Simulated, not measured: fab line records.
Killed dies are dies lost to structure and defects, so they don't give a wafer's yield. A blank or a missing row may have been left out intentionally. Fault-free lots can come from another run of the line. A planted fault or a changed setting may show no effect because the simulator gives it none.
Which tool is to blame? -- flow n5_finfet -- 22 wafers from 9 lots sampled at 8 of the route's 1938 steps

## WHAT EACH GAUGE READ, for each wafer
N5_BEOL_M14_THK_MEAS_50: measures by xrf. Usual: M14_THK gives 578 nm (standard deviation 20).
lot,measured,on,M14_THK (nm),flag
L376,day 10 18:59,film_metro-01,599 599,
L378,day 11 16:23,film_metro-02,591 563 595,
L380,day 11 23:53,film_metro-02,380 409 396,OFF
L381,day 12 09:53,film_metro-02,394 381 382,OFF
L389,day 15 07:16,film_metro-01,561 596,
L391,day 15 16:52,film_metro-02,584 589,
L394,day 15 18:01,film_metro-02,553 553,
L393,day 15 20:22,film_metro-02,588 574 568,
L398,day 17 10:35,film_metro-01,553 578,

N5_BEOL_M14_RS_MEAS_54: uses a four-point probe to measure. Usual: M14_RS gives 0.0333 ohm/sq (standard deviation 0.0011).
lot,measured,on,M14_RS (ohm/sq),flag
L376,day 10 19:07,film_metro-02,0.0322 0.0322,
L378,day 11 16:32,film_metro-02,0.0325 0.0343 0.0324,
L380,day 12 00:02,film_metro-02,0.0507 0.0473 0.0487,OFF
L381,day 12 10:01,film_metro-02,0.0490 0.0508 0.0507,OFF
L389,day 15 07:24,film_metro-01,0.0341 0.0321,
L391,day 15 16:59,film_metro-01,0.0332 0.0327,
L394,day 15 18:09,film_metro-02,0.0346 0.0347,
L393,day 15 20:32,film_metro-02,0.0326 0.0336 0.0338,
L398,day 17 10:43,film_metro-02,0.0351 0.0336,

N5_BEOL_M15_THK_MEAS_01. Usual: M15_ILD_THK gives 1627 nm (standard deviation 22).
lot,measured,on,M15_ILD_THK (nm),flag
L376,day 10 19:26,film_metro-02,1647 1632,
L378,day 11 16:51,film_metro-02,1599 1646 1602,
L380,day 12 00:21,film_metro-01,1599 1640 1670,
L381,day 12 10:20,film_metro-01,1602 1604 1617,
L389,day 15 07:43,film_metro-02,1662 1629,
L391,day 15 17:18,film_metro-01,1636 1636,
L394,day 15 18:28,film_metro-01,1642 1670,
L393,day 15 20:50,film_metro-01,1632 1619 1638,
L398,day 17 11:01,film_metro-02,1619 1631,

N5_BEOL_M15_RC_MEAS_101. Usual: COMB_M10 1.6e-11 S/m, standard deviation 3e-12; COMB_M11 1.6e-11 S/m, standard deviation 3.2e-12; COMB_M12 7.3e-12 S/m, standard deviation 1.3e-12; COMB_M13 5.8e-12 S/m, standard deviation 1.1e-12; COMB_M15 3.5e-12 S/m, standard deviation 6.2e-13; COMB_M5 3.8e-11 S/m, standard deviation 7.7e-12; COMB_M6 2.6e-11 S/m, standard deviation 4.8e-12; COMB_M7 2.7e-11 S/m, standard deviation 5e-12; COMB_M8 2.7e-11 S/m, standard deviation 5.6e-12; COMB_M8_max_site 3.8e-11 S/m, standard deviation 8.7e-12; COMB_M9 1.6e-11 S/m, standard deviation 2.6e-12; SERP_M10 3.05 ohm/um, standard deviation 0.12; SERP_M10_max_site 3.14 ohm/um, standard deviation 0.13; SERP_M11 3.04 ohm/um, standard deviation 0.11; SERP_M12 0.637 ohm/um, standard deviation 0.023; SERP_M13 0.306 ohm/um, standard deviation 0.01; SERP_M14 0.161 ohm/um, standard deviation 0.0057; SERP_M14_max_site 0.163 ohm/um, standard deviation 0.0058; SERP_M5 38.7 ohm/um, standard deviation 2.1; SERP_M6 13.7 ohm/um, standard deviation 0.79; SERP_M7 13.9 ohm/um, standard deviation 0.65; SERP_M9 3.08 ohm/um, standard deviation 0.11.
lot,measured,on,COMB_M10 (S/m),COMB_M11 (S/m),COMB_M12 (S/m),COMB_M13 (S/m),COMB_M15 (S/m),COMB_M5 (S/m),COMB_M6 (S/m),COMB_M7 (S/m),COMB_M8 (S/m),COMB_M8_max_site (S/m),COMB_M9 (S/m),SERP_M10 (ohm/um),SERP_M10_max_site (ohm/um),SERP_M11 (ohm/um),SERP_M12 (ohm/um),SERP_M13 (ohm/um),SERP_M14 (ohm/um),SERP_M14_max_site (ohm/um),SERP_M5 (ohm/um),SERP_M6 (ohm/um),SERP_M7 (ohm/um),SERP_M9 (ohm/um),flag
L376,day 11 01:35,prober-01,1.4e-11 1.5e-11,1.4e-11 1.4e-11,7.8e-12 9.4e-12,6.9e-12 6.4e-12,3.6e-12 3.2e-12,4.1e-11 3.9e-11,2.9e-11 2.9e-11,2.7e-11 3.2e-11,2.2e-11 2.6e-11,2.5e-11 3.5e-11,1.89e-11 1.68e-11,2.94 2.89,2.99 2.93,3.03 2.94,0.638 0.641,0.294 0.293,0.154 0.154,0.155 0.156,37.7 35.9,13.4 12.4,14.4 13.4,3.30 3.24,
L378,day 12 00:02,prober-01,1.4e-11 1.7e-11 1.9e-11,1.5e-11 1.3e-11 1.6e-11,6.4e-12 7.9e-12 8.7e-12,5.8e-12 6.8e-12 5.9e-12,3.5e-12 4.2e-12 3.6e-12,3.1e-11 3e-11 5.1e-11,2.4e-11 2.6e-11 2.7e-11,2.1e-11 2.3e-11 3.2e-11,3e-11 2.5e-11 2.1e-11,4e-11 3.2e-11 2.3e-11,1.61e-11 1.76e-11 1.9e-11,3.16 3.15 2.93,3.28 3.21 2.96,3.23 3.03 3.12,0.682 0.645 0.667,0.313 0.320 0.307,0.154 0.164 0.154,0.156 0.166 0.155,38.5 37.3 39.5,13.6 12.7 14.1,13.7 14.7 13.8,3.09 3.14 3.07,
L380,day 12 05:43,prober-01,1.2e-11 1.7e-11 2e-11,1.5e-11 1.5e-11 2.3e-11,7.9e-12 6.3e-12 8e-12,7.5e-12 7.1e-12 6.7e-12,4.4e-12 4.8e-12 4.5e-12,5e-11 3.1e-11 4.7e-11,2.5e-11 2.3e-11 2.4e-11,3.1e-11 2.4e-11 2.2e-11,3.2e-11 3.2e-11 3.8e-11,4.2e-11 4.1e-11 5.2e-11,1.36e-11 1.62e-11 1.42e-11,3.28 3.25 3.36,3.34 3.39 3.40,3.26 3.09 3.24,0.625 0.634 0.645,0.320 0.322 0.312,0.242 0.229 0.240,0.247 0.231 0.243,38.3 42.8 41.1,13.9 11.9 13.8,12.7 15.4 13.8,3.08 3.33 3.21,OFF
L381,day 12 18:02,prober-02,1.2e-11 1.4e-11 1.6e-11,1.7e-11 1.5e-11 1.4e-11,7.3e-12 9.9e-12 5.4e-12,5e-12 5.7e-12 5.3e-12,3.2e-12 3.8e-12 3.7e-12,4e-11 3.6e-11 3.8e-11,2.4e-11 3.5e-11 3.4e-11,2.2e-11 3.1e-11 2.2e-11,3.1e-11 2.8e-11 3e-11,3.8e-11 3.9e-11 3.4e-11,1.24e-11 1.66e-11 1.42e-11,3.04 3.02 3.12,3.13 3.05 3.16,2.91 2.90 2.94,0.631 0.608 0.622,0.328 0.315 0.319,0.231 0.248 0.241,0.233 0.251 0.245,36.4 35.2 34.3,13.9 14.4 14.4,13.3 13.3 13.0,3.09 2.86 3.04,OFF
L389,day 15 14:08,prober-01,1.4e-11 1.7e-11,1.6e-11 1.8e-11,7.9e-12 7.7e-12,6.4e-12 5.7e-12,4.1e-12 3.2e-12,3.3e-11 2.8e-11,2.7e-11 2.4e-11,2.9e-11 2.4e-11,2.6e-11 3.1e-11,4e-11 5.2e-11,1.7e-11 1.27e-11,3.03 3.10,3.09 3.24,3.29 3.04,0.677 0.655,0.323 0.305,0.165 0.156,0.167 0.157,40.8 35.9,15.2 15.4,13.3 14.1,3.05 3.09,
L391,day 16 01:02,prober-02,1.8e-11 1.3e-11,1.2e-11 1.3e-11,9.9e-12 6.6e-12,4.9e-12 4.4e-12,2.4e-12 3.3e-12,3.3e-11 4.5e-11,3.1e-11 2.5e-11,2.9e-11 2.5e-11,2e-11 2.3e-11,2.6e-11 2.8e-11,2.09e-11 2.07e-11,3.07 2.81,3.14 2.86,2.99 2.94,0.673 0.636,0.311 0.301,0.161 0.160,0.163 0.162,37.0 38.0,13.2 13.8,13.9 12.7,2.92 2.99,
L394,day 16 03:18,prober-01,1.6e-11 1.3e-11,1.2e-11 1.1e-11,7.3e-12 6.4e-12,6.6e-12 6.3e-12,2.9e-12 3.8e-12,2.8e-11 4.5e-11,3.4e-11 1.8e-11,2.4e-11 2.7e-11,2.7e-11 2.3e-11,3.6e-11 3.3e-11,1.53e-11 1.4e-11,2.95 2.96,3.15 3.10,3.08 2.95,0.667 0.625,0.293 0.322,0.167 0.169,0.169 0.171,37.0 38.9,13.9 14.8,14.1 15.2,3.00 3.00,
L393,day 16 09:16,prober-02,1.7e-11 1.6e-11 2e-11,1.3e-11 1.4e-11 1.9e-11,8e-12 5.6e-12 6.5e-12,5.7e-12 5.4e-12 4.4e-12,4.1e-12 4.2e-12 3.2e-12,5e-11 4.9e-11 3.6e-11,3.5e-11 2.9e-11 3.2e-11,3e-11 3e-11 2.5e-11,2.8e-11 3.1e-11 3.9e-11,4.2e-11 4.5e-11 6.6e-11,1.48e-11 1.92e-11 1.65e-11,3.10 2.84 2.85,3.24 2.93 2.93,2.98 3.09 2.92,0.611 0.602 0.628,0.327 0.301 0.293,0.156 0.163 0.163,0.158 0.165 0.165,40.4 39.6 36.9,13.1 14.2 13.3,13.3 14.7 14.2,3.02 3.03 3.15,
L398,day 17 18:11,prober-01,2e-11 1.1e-11,2.5e-11 1.9e-11,1.11e-11 9.1e-12,6.2e-12 7.6e-12,3.8e-12 3.6e-12,3.9e-11 4.1e-11,3.3e-11 2.1e-11,2.7e-11 2.5e-11,1.8e-11 2.4e-11,2.3e-11 4.1e-11,2.08e-11 1.03e-11,2.89 3.01,2.94 3.14,2.97 2.90,0.647 0.617,0.294 0.290,0.167 0.157,0.169 0.159,37.8 36.7,12.9 14.7,13.1 13.1,3.06 2.91,

## WHAT TOOL EACH LOT RAN ON (gives the tool, then ch and the chambers of the sampled wafers, and finally the start)
lot,N5_BEOL_M14_SPUTTER_44,N5_BEOL_M14_ECD_47,N5_BEOL_M14_CMP_49,N5_BEOL_M14_DEP_53
L376,"pvd_sputter-01, day 10 18:00","ecd_cu-01 ch 1, day 10 18:16","cmp-04 ch 0,2, day 10 18:48","pecvd-01 ch 1,2, day 10 19:04"
L378,"pvd_sputter-03, day 11 15:15","ecd_cu-01 ch 0,1, day 11 15:30","cmp-03 ch 0,1,2, day 11 16:11","pecvd-04 ch 0,2, day 11 16:28"
L380,"pvd_sputter-02, day 11 22:05","ecd_cu-01 ch 0,1, day 11 22:17","cmp-03 ch 0,3, day 11 23:35","pecvd-04 ch 1,2, day 11 23:57"
L381,"pvd_sputter-01, day 12 08:55","ecd_cu-01 ch 0, day 12 09:07","cmp-03 ch 1,2, day 12 09:36","pecvd-02 ch 0,2, day 12 09:57"
L389,"pvd_sputter-01, day 15 06:20","ecd_cu-01 ch 0,1, day 15 06:36","cmp-02 ch 0,1, day 15 07:07","pecvd-01 ch 0,2, day 15 07:21"
L391,"pvd_sputter-03, day 15 15:50","ecd_cu-01 ch 1, day 15 16:05","cmp-04 ch 1,2, day 15 16:34","pecvd-01 ch 0,1, day 15 16:56"
L394,"pvd_sputter-01, day 15 16:38","ecd_cu-01 ch 0,1, day 15 16:53","cmp-04 ch 0,2, day 15 17:46","pecvd-04 ch 1,2, day 15 18:05"
L393,"pvd_sputter-01, day 15 19:23","ecd_cu-01 ch 0,1, day 15 19:35","cmp-02 ch 1,2, day 15 20:04","pecvd-02 ch 0,2, day 15 20:27"
L398,"pvd_sputter-03, day 17 09:33","ecd_cu-01 ch 0,1, day 17 09:48","cmp-03 ch 3, day 17 10:19","pecvd-01 ch 2, day 17 10:38"
- N5_BEOL_M14_SPUTTER_44: material Ta, target thk 15 nm, time 24.19 s.
- N5_BEOL_M14_ECD_47: material Cu, target thk 1248 nm.
- N5_BEOL_M14_CMP_49: polishes, stops on SiO2, t overpolish 5.2 s, target thk 560 nm.
- N5_BEOL_M14_DEP_53: deposits SiCN from 3MS/NH3, target thk 50 nm, time 17.8 s.

## WHAT THE TOOLS THEMSELVES READ (means of the sampled wafers that have a number; where no wafer has one, the mark that the record gives instead)
N5_BEOL_M14_SPUTTER_44. Usual: chamber_pressure_pa 0.07002 Pa, standard deviation 0.00012; throttle_valve_pct 29.9 %, standard deviation 0.97.
lot,tool,chamber_pressure_pa (Pa),throttle_valve_pct (%),flag
L376,pvd_sputter-01,0.07011,29.1,
L378,pvd_sputter-03,0.07012,29.8,
L380,pvd_sputter-02,0.07009,30.5,
L381,pvd_sputter-01,0.07003,29.2,
L389,pvd_sputter-01,0.07004,28.9,
L391,pvd_sputter-03,0.06995,31.1,
L394,pvd_sputter-01,0.06996,30.2,
L393,pvd_sputter-01,0.07018,28.6,
L398,pvd_sputter-03,0.07001,30.2,

N5_BEOL_M14_CMP_49. Usual: clearing_platen_down_force_psi 2.000 psi, standard deviation 0.0038; motor_current_A 8.1 A, standard deviation 0.95; retaining_ring_pressure_frac 1.000, standard deviation 0.0055; time_to_endpoint_s 126 s, standard deviation 6.6.
lot,tool,clearing_platen_down_force_psi (psi),motor_current_A (A),retaining_ring_pressure_frac,time_to_endpoint_s (s),flag
L376,cmp-04,2.004,8.2,0.998,132,
L378,cmp-03,1.999,8.4,0.998,127,
L380,cmp-03,2.005,9.6,0.998,36,OFF
L381,cmp-03,1.999,7.4,1.002,41,OFF
L389,cmp-02,2.002,7.6,0.997,124,
L391,cmp-04,2.002,8.4,0.999,133,
L394,cmp-04,2.000,8.2,1.002,128,
L393,cmp-02,1.997,7.2,1.004,126,
L398,cmp-03,2.000,7.7,0.998,123,

N5_BEOL_M14_DEP_53. Usual: chamber_pressure_Torr 3.000 Torr, standard deviation 0.0067; showerhead_plenum_p_Torr 4.172 Torr, standard deviation 0.02; throttle_valve_pct 18.5 %, standard deviation 0.93.
lot,tool,chamber_pressure_Torr (Torr),showerhead_plenum_p_Torr (Torr),throttle_valve_pct (%),flag
L376,pecvd-01,2.992,4.175,18.3,
L378,pecvd-04,2.999,4.190,17.7,
L380,pecvd-04,3.003,4.193,17.6,
L381,pecvd-02,2.994,4.144,18.3,
L389,pecvd-01,3.002,4.171,18.2,
L391,pecvd-01,2.997,4.175,19.4,
L394,pecvd-04,3.005,4.178,17.9,
L393,pecvd-02,3.006,4.149,18.5,
L398,pecvd-01,3.012,4.174,17.5,

## THE ANSWER, worked out from the rows above alone
Rule: take the mean of a lot's wafers that have a number; if it is more than 3 standard deviations from the usual mean, the lot is off. A lot without any number at a reading at which 4 lots or more have one is off too. The other lots that the step has rows for count as sound. After the gauges, taken in route order, come the tools' own readings; for these a lot's mean is taken, as printed above. The first step at which some lot is off is used, and at that step the reading that is off furthest; a lot without a number counts as furthest.
Off: L380, L381, at N5_BEOL_M14_THK_MEAS_50 (M14_THK).
If a tool, at a process step before that reading, ran all the lots that are off and no sound lot after the first of them, it fits. Not tried: the gauges at N5_BEOL_M14_THK_MEAS_50; whatever is off there is also off at N5_BEOL_M15_RC_MEAS_101, on other tools, and gauge error can't account for it. Not one of the candidates tried fits.

## WHAT THE SIMULATOR HAD PUT IN
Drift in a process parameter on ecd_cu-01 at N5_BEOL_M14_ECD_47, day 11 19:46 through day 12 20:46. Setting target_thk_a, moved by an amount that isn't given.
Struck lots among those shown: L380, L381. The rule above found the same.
